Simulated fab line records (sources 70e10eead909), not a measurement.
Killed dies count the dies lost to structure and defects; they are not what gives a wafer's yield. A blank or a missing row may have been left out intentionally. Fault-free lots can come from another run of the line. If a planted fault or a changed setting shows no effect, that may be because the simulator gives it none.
Which tool is to blame?	flow nand harc	at 1 step of a route of 1302, 6 lots with 18 wafers sampled

== WHAT THE GAUGES SHOWED, per wafer ==
NHARC_P_STI_OCD_MEAS_17.
lot	measured	on	trench depth nm (nm)
L539	day 3 17:29	ocd-02	309 307 305
L541	day 4 11:35	ocd-02	301 300 297
L545	day 6 03:51	ocd-01	304 303 301
L552	day 9 03:25	ocd-02	302 298 300
L558	day 11 17:49	ocd-01	304 304 300
L560	day 12 09:10	ocd-02	298 306 306

== TOOL THAT RAN EACH LOT (tool first, then ch and the chambers of the sampled wafers, then the start) ==
There is no process step in the record ahead of these readings.

== THE ANSWER, worked out from the rows above alone ==
Rule: the lots themselves supply what counts as usual. Put in order of their means at a reading, lots are off if they are a third of the lots or fewer, leave a main group of 4 or more, and stand apart from it by a gap of 3 or more times the standard deviation of the main group's means; of several such gaps the widest counts. If all means in a main group match to the digits the tables above print for the reading, that group is not used. A lot without any number at a reading at which 4 lots or more have one is off too. Where the step has rows for the other lots, those lots are counted as sound.
No lot is off on any of the readings shown, so nothing can be concluded from this.

== WHAT WAS PUT IN BY THE SIMULATOR ==
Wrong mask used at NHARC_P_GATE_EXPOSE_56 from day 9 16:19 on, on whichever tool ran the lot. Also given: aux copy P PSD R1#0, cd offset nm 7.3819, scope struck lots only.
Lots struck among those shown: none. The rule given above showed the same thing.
